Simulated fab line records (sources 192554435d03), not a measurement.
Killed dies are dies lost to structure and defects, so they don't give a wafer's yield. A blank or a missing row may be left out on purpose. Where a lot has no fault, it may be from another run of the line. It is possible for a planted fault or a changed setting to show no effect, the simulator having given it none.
8D (eight disciplines) problem report, filled in by code || flow n5Finfet || the parts of the form that need people (team, actions taken, sign-off) are left out

1. WHAT IS WRONG
M14_ILD_THK at N5_BEOL_M14_THK_MEAS_01 reads a mean of 349 nm on 3 wafers of 3 lots; wafers without a fault read 1105 nm with a standard deviation of 17. That puts it -44 standard deviations away from the usual mean.
First seen on wafer L841.3, day 13 23:29, on filmMetro-02. At this step, 23 wafers from 9 lots have a number in the record. Rule for "out" (also "out of limits"): further than 4 standard deviations from the usual mean. The rest of the wafers with a number are treated as sound.

2. WHAT IT IS, AND WHAT IT ISN'T
{"question": "which readings at this step", "is": "M14_ILD_THK", "is not": "-"}
{"question": "which lots", "is": "L841, L842, L843", "is not": "L830, L833, L837, L847, L851, L852"}
{"question": "which wafers of those lots", "is": "L841.3, L842.3, L843.3", "is not": "L841.1, L842.1, L843.1, L843.5"}
{"question": "read on which gauges", "is": "filmMetro-01, filmMetro-02", "is not": "-"}
{"question": "when", "is": "from day 13 23:29", "is not": "up to then (8 sound wafers); but 12 sound wafers of L842, L843, L847, L851, L852 came after"}

3. WHAT RULES OUT EACH SUSPECT
Counting: a tool at a process step up to the reading stays a suspect if it ran every lot that is out. Sound lots after the first of them don't rule it out here, since some wafers of a struck lot are sound.
- the gauge at N5_BEOL_M14_THK_MEAS_01: ruled out. The wafers that are out were read on 2 gauges (filmMetro-01, filmMetro-02).
- pecvd-04 at N5_BEOL_M14_ILD_DEP_00 (deposits SiO2 from TEOS/O2, target thk 1119.3 nm, time 237.4 s): kept. Every lot that is out went through it, the first being L841 (day 13 23:18); the last sound lot it ran before that was L837 (day 12 22:28). On those wafers its own readings are out: runLengthS.
Remaining after the count: pecvd-04 at N5_BEOL_M14_ILD_DEP_00.

4. THE CAUSE (what the simulator had put in)
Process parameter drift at N5_BEOL_M14_ILD_DEP_00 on pecvd-04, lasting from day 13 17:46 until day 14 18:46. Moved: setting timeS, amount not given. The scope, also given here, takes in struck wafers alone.
Only this tool survived the counting.

5. THE CHAIN OF EFFECTS, in route order
Rows list readings where the struck wafers' mean (over those with a number) sits beyond 3 standard deviations from the usual. Readings are gone through only where the record gives a usual standard deviation; hours: the median, over the lots, of the time from a lot's start at the first step in this table giving one to that lot's start at this step; sigmas: the change measured in usual standard deviations.
{"hours": 0, "step": "N5_BEOL_M14_ILD_DEP_00", "reading": "runLengthS", "usual": "280.2 s", "on struck wafers": 122.3, "change": -157.9, "sigmas": "-99 or more"}
{"hours": 0, "step": "N5_BEOL_M14_THK_MEAS_01", "reading": "M14_ILD_THK", "usual": "1105 nm", "on struck wafers": 349, "change": -756, "sigmas": -44}
{"hours": 1, "step": "N5_BEOL_M14_CD_MEAS_17", "reading": "cdNm", "usual": "250.2 nm", "on struck wafers": 243.4, "change": -6.8, "sigmas": -3.6}
{"hours": 28, "step": "N5_PASSIVATION_PROBE_49", "reading": "defectLimitedYield", "usual": "91.4 %", "on struck wafers": 0.0, "change": -91.4, "sigmas": -61}
{"hours": 28, "step": "N5_PASSIVATION_PROBE_49", "reading": "killed_at_M4_up", "usual": 14, "on struck wafers": 1100, "change": "+1086", "sigmas": "+99 or more"}
{"hours": 28, "step": "N5_PASSIVATION_PROBE_49", "reading": "killedDies", "usual": 101, "on struck wafers": 1180, "change": "+1079", "sigmas": "+63"}
{"hours": 28, "step": "N5_PASSIVATION_PROBE_49", "reading": "killedOnRim", "usual": 14, "on struck wafers": 152, "change": "+138", "sigmas": "+31"}
{"hours": 28, "step": "N5_PASSIVATION_PROBE_49", "reading": "sortNPass", "usual": 1079, "on struck wafers": 0, "change": -1079, "sigmas": -63}
{"hours": 28, "step": "N5_PASSIVATION_PROBE_49", "reading": "sortYieldPct", "usual": "91.4 %", "on struck wafers": 0.0, "change": -91.4, "sigmas": -61}
The process steps in it:
- N5_BEOL_M14_ILD_DEP_00: deposits SiO2 from TEOS/O2, target thk 1119.3 nm, time 237.4 s.
- N5_PASSIVATION_PROBE_49
Readings that are blank on the struck wafers while sound wafers have them: susceptorTempC at N5_BEOL_M14_ILD_DEP_00.
Later steps that measure or inspect, where all struck wafers having a row at the step show a number for every such reading and not one has moved that far: N5_BEOL_M14_CD_MEAS_10.

6. HOW IT WOULD HAVE BEEN CAUGHT EARLIER
Counted from the fault's start at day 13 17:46, it took 6 hours until the first out-of-limits reading at a measuring or inspecting step in this record, taken at day 13 23:29.
Tool's own readings at N5_BEOL_M14_ILD_DEP_00, runLengthS: out on all struck wafers the step has rows for; an alarm limit on them would have tripped on the first.
Among the 3 lots that are out, L842, L843 began N5_BEOL_M14_ILD_DEP_00 on pecvd-04 after day 13 23:29. A hold on the tool at that time would have spared those 2.
